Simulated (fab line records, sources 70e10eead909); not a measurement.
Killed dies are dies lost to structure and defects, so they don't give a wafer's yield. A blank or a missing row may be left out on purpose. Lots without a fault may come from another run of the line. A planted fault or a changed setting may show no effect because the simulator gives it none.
fab line records | flow nand_harc
record lots=6 wafers=18 last_day=24
route steps=1159 shown A_BONDPAD@1068
lots that met no fault: from a run of the same line without faults
start_h: hours from the record's first day to the start of the lot's first wafer shown | wait_h: hours since the lot's step before | " the same as in the row above | L1.1+2: a row that stands for several wafers | - no value, or no start given | * or withheld: withheld | < > ~ a bound
route shown NAME@n: a module of which the file shows steps, and the number in the route of the first | usual: mean/standard deviation of fault-free wafers | same: alike in all rows | chamber/n: place in a boat | sites: the reading at each site | _std_site: their standard deviation | _edge_site: outer sites' mean less inner sites' | radius_mm: how far each site lies from the wafer's centre | mask NAME#n: copy n | behind: the tool/chamber that last shaped the wafer | hold: why the lot was held/for how many hours/how that ended | device: the transistor (n, p or np) that didn't switch | end of line: the same wafers' tests at the end of the route | a step without rows: its recipe alone | killed: dies lost to structure and defects at the first sort, not the wafer's yield | map: a wafer's dies, x killed, . not, _ none there
set.NAME: the setting as run; set.NAME@STEP: as run at that earlier step | model.NAME: the simulator's own value behind a step, which no gauge read
lots at some steps of the route; a table a step, a row a wafer
services: from which hour (start_h, from the record's first day; less than 0 if before it) a tool's chamber was out of use, for how many hours, and why
## steps
# step NHARC_A_BONDPAD_EBR_05
# step NHARC_A_BONDPAD_EXPOSE_06
# recipe na=0.55 dose_mj=36.99 mask_id=A_BPAD
# step NHARC_A_BONDPAD_PEB_07
# recipe peb_temp_c=128 peb_time_s=80
# step NHARC_A_BONDPAD_DEVELOP_08
# recipe time_s=50 dev_temp_c=22
# step NHARC_A_BONDPAD_CD_MEAS_09
# recipe target_cd_nm=500 landing_energy_ev=500
# usual cd_nm=500.2/1.9
# columns lot.wafer tool chamber start_h wait_h cd_nm
L608.3 cd_sem-02 0 407.69 - 503.7
L608.5 " 0 " " 499.9
L608.6 " 0 " " 500.8
L609.4 cd_sem-01 0 420.75 - 501.6
L609.5 " 0 " " 498.0
L609.6 " 0 " " 498.5
L616.1 cd_sem-01 0 476.28 - 500.5
L616.4 " 0 " " 498.3
L616.6 " 0 " " 500.8
L617.1 cd_sem-03 0 477.15 - 498.0
L617.2 " 0 " " 499.0
L617.3 " 0 " " 499.6
L622.1 cd_sem-01 0 493.87 - 499.2
L622.2 " 0 " " 502.6
L622.6 " 0 " " 499.9
L625.2 cd_sem-03 0 511.43 - 497.8
L625.4 " 0 " " 501.2
L625.6 " 0 " " 500.4
# step NHARC_A_BONDPAD_OVL_MEAS_35
# usual overlay_x_nm=1/7.1 overlay_y_nm=0/5.3
# columns lot.wafer tool chamber start_h wait_h overlay_x_nm overlay_y_nm
L608.3 overlay-02 - 407.77 - -1 -1
L608.5 " - " " -1 -2
L608.6 " - " " -1 -1
L609.4 overlay-01 - 420.84 - -6 -2
L609.5 " - " " -6 -1
L609.6 " - " " -6 -1
L616.1 overlay-01 - 476.37 - 2 -1
L616.4 " - " " 1 0
L616.6 " - " " 1 -1
L617.1 overlay-02 - 477.24 - 7 -5
L617.2 " - " " 8 -4
L617.3 " - " " 7 -4
L622.1 overlay-01 - 493.96 - -8 2
L622.2 " - " " -9 2
L622.6 " - " " -8 2
L625.2 overlay-01 - 511.52 - -11 8
L625.4 " - " " -11 8
L625.6 " - " " -10 7
# step NHARC_A_BONDPAD_HARDBAKE_10
# recipe temp_c=118 time_s=65
# step NHARC_A_BONDPAD_DESCUM_11
# recipe time_s=3 o2_flow_sccm=200 ar_flow_sccm=0 bias_power_w=0 chemistry=O2
# usual drypump_motor_current_A=5.6/0.52 oes_product_au=0.999/0.012 rf_vpp_V=57.8/0.84 showerhead_plenum_p_Torr=1.90/0.056 throttle_valve_pct=11.312/0.0091
# same bias_power_w=0
# columns lot.wafer tool chamber start_h wait_h drypump_motor_current_A oes_product_au rf_hours_counter_h rf_vpp_V showerhead_plenum_p_Torr throttle_valve_pct
L608.3 rie_diel-01 0 407.92 - 5.2 1.011 4 58.0 1.94 11.305
L608.6 " 1 " " 6.3 1.003 - 57.0 1.88 11.308
L608.5 " 2 " " 5.2 1.019 - 57.4 1.85 11.316
L609.4 rie_diel-01 1 420.98 - 6.3 1.003 4 58.3 1.88 11.308
L609.5 " 3 " " 5.3 0.988 - 58.0 1.88 11.317
L609.6 " 0 " " 5.1 1.012 - 56.2 1.94 11.304
L616.1 rie_diel-01 3 476.50 - 5.3 1.001 6 58.2 1.87 11.306
L616.4 " 0 " " 5.1 1.011 6 57.3 1.93 11.308
L616.6 " 2 " " 5.2 1.005 - 56.9 1.85 11.315
L617.1 rie_diel-01 3 477.38 - 5.3 1.006 6 57.3 1.87 11.315
L617.2 " 0 " " 5.1 1.016 7 57.5 1.93 11.316
L617.3 " 1 " " 6.4 1.000 6 58.0 1.87 11.320
L622.1 rie_diel-13 3 494.09 - 5.0 0.987 10 58.6 1.97 11.311
L622.2 " 1 " " 6.4 0.987 13 57.1 1.90 11.312
L622.6 " 2 " " 5.9 0.983 - 58.0 1.95 11.316
L625.2 rie_diel-01 0 511.64 - 5.1 1.022 0 57.4 1.93 11.319
L625.4 " 1 " " 6.3 0.989 0 57.6 1.87 11.309
L625.6 " 0 " " 5.1 1.026 - 58.0 1.93 11.307
# step NHARC_A_BONDPAD_ETCH_34
# recipe target_depth_a=600 overetch_a=180 time_s=65.91 ion_energy_ev=200 n2_flow_sccm=150 h2_flow_sccm=150 ar_flow_sccm=0 rf_w=400 bias_w=150 chemistry=N2/H2
# usual drypump_motor_current_A=5.6/0.52 h2_flow_sccm=150.1/0.5 n2_flow_sccm=150.0/0.44 oes_product_au=1.000/0.012 rf_vpp_V=430.2/2 run_length_s=87.4/0.37 showerhead_plenum_p_Torr=2.03/0.065 throttle_valve_pct=14.171/0.0091
# columns lot.wafer tool chamber start_h wait_h drypump_motor_current_A h2_flow_sccm n2_flow_sccm oes_product_au rf_hours_counter_h rf_vpp_V run_length_s showerhead_plenum_p_Torr throttle_valve_pct
L608.3 rie_diel-01 3 407.98 0.1 5.3 150.3 149.5 1.004 4 427.8 86.7 2.00 14.175
L608.6 " 3 " " 5.3 150.2 149.3 1.003 - 429.1 86.7 2.00 14.176
L608.5 " 0 " " 5.1 150.2 150.4 1.008 - 431.7 87.6 2.06 14.176
L609.4 rie_diel-01 2 421.05 0.1 5.2 148.6 149.7 1.011 4 426.0 87.3 1.97 14.164
L609.6 " 1 " " 6.3 150.1 149.9 1.009 - 428.6 87.7 2.00 14.168
L609.5 " 2 " " 5.2 149.7 149.5 1.009 - 429.0 87.2 1.97 14.164
L616.1 rie_diel-01 1 476.58 0.1 6.3 151.2 148.7 1.001 6 429.3 87.5 2.00 14.173
L616.4 " 2 " " 5.2 150.2 149.5 1.004 6 428.3 87.6 1.97 14.174
L616.6 " 1 " " 6.3 150.7 149.8 1.004 - 428.6 87.5 2.00 14.187
L617.2 rie_diel-01 1 477.47 0.1 6.3 149.5 150.1 1.003 6 429.1 87.6 2.00 14.177
L617.3 " 2 " " 5.2 150.2 150.3 1.006 6 428.1 87.5 1.97 14.175
L617.1 " 0 " " 5.2 150.1 149.7 1.028 7 431.5 87.7 2.06 14.175
L622.2 rie_diel-13 3 494.17 0.1 5.0 151.2 149.4 0.987 10 432.3 87.3 2.11 14.177
L622.1 " 1 " " 6.5 149.5 149.9 0.976 13 431.5 87.1 2.03 14.166
L622.6 " 0 " " 6.1 150.3 150.1 0.982 - 435.6 87.6 2.21 14.178
L625.2 rie_diel-01 0 511.72 0.1 5.2 150.3 150.3 1.019 0 430.7 87.2 2.06 14.168
L625.4 " 2 " " 5.3 150.6 150.6 0.993 1 429.1 87.5 1.97 14.166
L625.6 " 1 " " 6.3 150.4 150.3 0.986 - 429.4 87.5 2.00 14.175
# step NHARC_A_BONDPAD_ETCH_12
# recipe target_depth_a=2200 time_s=110 chf3_flow_sccm=50 o2_flow_sccm=10 ar_flow_sccm=200 rf_w=500 bias_w=200 chemistry=CHF3/O2
# usual drypump_motor_current_A=5.6/0.5 oes_product_au=0.945/0.024 rf_vpp_V=370.2/1.8 run_length_s=131.4/0.35 showerhead_plenum_p_Torr=2.39/0.073 throttle_valve_pct=20.573/0.0089
# columns lot.wafer tool chamber start_h wait_h drypump_motor_current_A oes_product_au rf_hours_counter_h rf_vpp_V run_length_s showerhead_plenum_p_Torr throttle_valve_pct
L608.3 rie_diel-01 0 - - 5.1 0.929 4 372.6 131.8 2.43 20.560
L608.6 " 1 " " 6.4 0.920 - 368.6 131.7 2.36 20.564
L608.5 " 2 " " 5.3 0.922 - 369.8 132.0 2.32 20.578
L609.4 rie_diel-01 0 - - 5.1 0.974 4 371.1 131.7 2.43 20.579
L609.5 " 2 " " 5.2 0.988 - 370.3 131.3 2.32 20.580
L609.6 " 3 " " 5.3 0.955 - 367.1 131.1 2.36 20.574
L616.1 rie_diel-01 3 - - 5.3 0.919 6 370.6 130.9 2.36 20.569
L616.4 " 1 " " 6.3 0.929 6 368.2 131.8 2.36 20.572
L616.6 " 0 " " 5.1 0.941 - 370.9 131.6 2.43 20.575
L617.1 rie_diel-01 3 - - 5.3 0.908 7 371.2 131.2 2.36 20.568
L617.2 " 0 " " 5.1 0.933 7 370.9 131.4 2.43 20.571
L617.3 " 1 " " 6.4 0.929 6 369.5 131.8 2.36 20.574
L622.1 rie_diel-13 0 - - 6.1 0.913 12 375.0 131.2 2.59 20.584
L622.2 " 1 " " 6.4 0.920 13 369.9 131.2 2.39 20.565
L622.6 " 3 " " 5.0 0.910 - 373.7 131.5 2.47 20.581
L625.2 rie_diel-01 3 - - 5.3 0.976 1 369.1 131.2 2.35 20.560
L625.4 " 1 " " 6.4 0.958 1 370.0 131.8 2.36 20.579
L625.6 " 0 " " 5.1 0.985 - 371.8 131.8 2.43 20.585
# step NHARC_A_BONDPAD_CD_MEAS_13
# usual cd_nm=499.7/2.1
# columns lot.wafer tool chamber start_h wait_h cd_nm
L608.3 cd_sem-01 - 408.22 - 503.5
L608.5 " - " " 499.8
L608.6 " - " " 499.8
L609.4 cd_sem-02 - 421.28 - 501.8
L609.5 " - " " 498.8
L609.6 " - " " 497.8
L616.1 cd_sem-03 - 476.81 - 498.2
L616.4 " - " " 496.7
L616.6 " - " " 500.0
L617.1 cd_sem-01 - 477.70 - 496.7
L617.2 " - " " 498.6
L617.3 " - " " 497.8
L622.1 cd_sem-01 - 494.40 - 498.8
L622.2 " - " " 502.6
L622.6 " - " " 499.7
L625.2 cd_sem-03 - 511.97 - 496.7
L625.4 " - " " 501.6
L625.6 " - " " 500.4
# step NHARC_A_BONDPAD_STRIP_15
# recipe o2_flow_sccm=500 ar_flow_sccm=0 bias_w=0 chemistry=O2
# usual drypump_motor_current_A=5.6/0.51 oes_product_au=0.999/0.012 rf_vpp_V=57.8/0.88 showerhead_plenum_p_Torr=3.51/0.1 throttle_valve_pct=17.037/0.0088
# columns lot.wafer tool chamber start_h wait_h drypump_motor_current_A oes_product_au rf_hours_counter_h rf_vpp_V showerhead_plenum_p_Torr throttle_valve_pct
L608.3 rie_diel-01 0 408.32 0.1 5.2 1.015 4 57.9 3.57 17.025
L608.6 " 2 " " 5.2 1.010 - 57.5 3.42 17.034
L608.5 " 3 " " 5.3 1.003 - 58.0 3.46 17.027
L609.4 rie_diel-13 1 421.40 0.1 6.4 0.990 50 57.2 3.53 17.032
L609.6 " 2 " " 6.0 0.977 - 58.4 3.61 17.045
L609.5 " 3 " " 5.1 1.007 - 58.5 3.64 17.038
L616.4 rie_diel-01 2 476.90 0.1 5.2 1.004 6 58.3 3.42 17.027
L616.1 " 3 " " 5.3 0.997 6 58.1 3.46 17.037
L616.6 " 1 " " 6.3 0.993 - 56.4 3.46 17.016
L617.3 rie_diel-01 0 477.79 0.1 5.2 1.016 7 57.6 3.56 17.029
L617.1 " 1 " " 6.3 0.996 6 58.0 3.46 17.035
L617.2 " 2 " " 5.2 1.005 7 58.0 3.42 17.054
L622.1 rie_diel-13 1 494.49 0.1 6.4 0.987 13 57.5 3.51 17.033
L622.2 " 3 " " 5.0 0.986 10 58.8 3.63 17.039
L622.6 " 0 " " 6.1 0.995 - 60.4 3.80 17.022
L625.2 rie_diel-13 1 512.06 0.1 6.4 0.971 22 58.2 3.51 17.030
L625.4 " 2 " " 6.0 0.979 19 59.6 3.59 17.036
L625.6 " 0 " " 6.1 0.997 - 57.3 3.80 17.038
# step NHARC_A_BONDPAD_ETCH_24
# recipe target_depth_a=300 over_etch_frac=0.3 time_s=72.99 ion_energy_ev=150 cf4_flow_sccm=50 n2_flow_sccm=100 ar_flow_sccm=150 rf_w=300 bias_w=100 chemistry=CF4/N2
# usual drypump_motor_current_A=5.6/0.52 n2_flow_sccm=99.97/0.28 oes_product_au=0.999/0.012 rf_vpp_V=313.9/1.4 run_length_s=94.5/0.36 showerhead_plenum_p_Torr=2.61/0.072 throttle_valve_pct=19.796/0.0083
# columns lot.wafer tool chamber start_h wait_h drypump_motor_current_A n2_flow_sccm oes_product_au rf_hours_counter_h rf_vpp_V run_length_s showerhead_plenum_p_Torr throttle_valve_pct
L608.3 rie_diel-01 2 408.44 - 5.3 99.68 0.997 4 311.3 94.2 2.54 19.777
L608.5 " 1 " " 6.3 99.78 1.000 - 313.7 95.0 2.58 19.789
L608.6 " 2 " " 5.3 100.07 1.004 - 311.8 94.2 2.54 19.782
L609.4 rie_diel-13 3 421.51 - 5.0 99.80 1.002 54 315.2 94.4 2.71 19.778
L609.5 " 1 " " 6.4 99.80 0.998 - 315.2 94.2 2.63 19.803
L609.6 " 2 " " 6.0 100.27 0.972 - 316.7 94.3 2.69 19.791
L616.1 rie_diel-01 0 477.03 - 5.1 100.30 1.009 6 315.5 72.3 2.65 19.807
L616.4 " 1 " " 6.4 99.72 1.001 6 313.2 94.9 2.58 19.792
L616.6 " 0 " " 5.1 99.52 1.015 - 314.6 72.0 2.65 19.790
L617.2 rie_diel-01 2 477.93 - 5.3 99.69 1.003 7 312.0 94.5 2.54 19.798
L617.3 " 3 " " 5.3 100.12 1.003 7 314.4 93.7 2.58 19.788
L617.1 " 0 " " 5.2 100.34 1.021 7 314.5 72.6 2.65 19.780
L622.2 rie_diel-13 2 494.62 - 6.0 99.89 0.976 11 314.7 94.2 2.68 19.797
L622.1 " 0 " " 6.1 100.18 0.982 12 316.7 95.0 2.83 19.793
L622.6 " 2 " " 5.9 99.89 0.977 - 314.9 94.5 2.68 19.794
L625.2 rie_diel-13 2 512.25 - 6.0 100.13 0.987 19 315.3 94.7 2.67 19.801
L625.4 " 0 " " 6.1 100.37 0.983 20 318.3 94.4 2.83 19.790
L625.6 " 2 " " 6.0 99.83 0.986 - 315.0 94.4 2.67 19.800
# step NHARC_A_BONDPAD_STRIP_16
# recipe time_s=600 temp_c=30 chemistry=post_etch_residue_remover
## services
# columns tool chamber start_h hours kind
rie_diel-01 1 394.72 2.4 repair
rie_diel-01 0 397.31 - clean
rie_diel-01 1 397.31 - clean
rie_diel-01 2 397.31 - clean
rie_diel-01 3 397.31 - clean
rie_diel-01 0 421.81 - clean
rie_diel-01 1 421.81 - clean
rie_diel-01 2 421.81 - clean
rie_diel-01 3 421.81 - clean
rie_diel-13 0 441.82 5.4 repair
rie_diel-01 0 446.31 - clean
rie_diel-01 1 446.31 - clean
rie_diel-01 2 446.31 - clean
rie_diel-01 3 446.31 - clean
rie_diel-13 - 453.17 9.0 pm
rie_diel-01 0 470.85 - clean
rie_diel-01 1 470.85 - clean
rie_diel-01 2 470.85 - clean
rie_diel-01 3 470.85 - clean
rie_diel-01 - 491.81 9.0 pm
rie_diel-01 0 491.81 9.0 vent_cycle
rie_diel-01 1 491.81 9.0 vent_cycle
rie_diel-01 2 491.81 9.0 vent_cycle
rie_diel-01 3 491.81 9.0 vent_cycle
## key
first_sign step=NHARC_A_BONDPAD_ETCH_24 reading=run_length_s direction=down sigmas=62 usual=* struck=*
effect none on later readings
met_at NHARC_A_BONDPAD_ETCH_24
struck_wafers L616.1,L616.6,L617.1
sort_left_out L616.1,L616.6,L617.1
fault kind=process_parameter_drift tool=rie_diel-01 chamber=0 onset_h=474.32 steps=NHARC_A_BONDPAD_ETCH_24 channel=time_s offset=* shape=step end_h=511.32 acts_in=* stated=*
# sort_left_out: the simulated sort isn't trusted on such a fault, so these wafers' sort isn't shown, and their yield isn't known
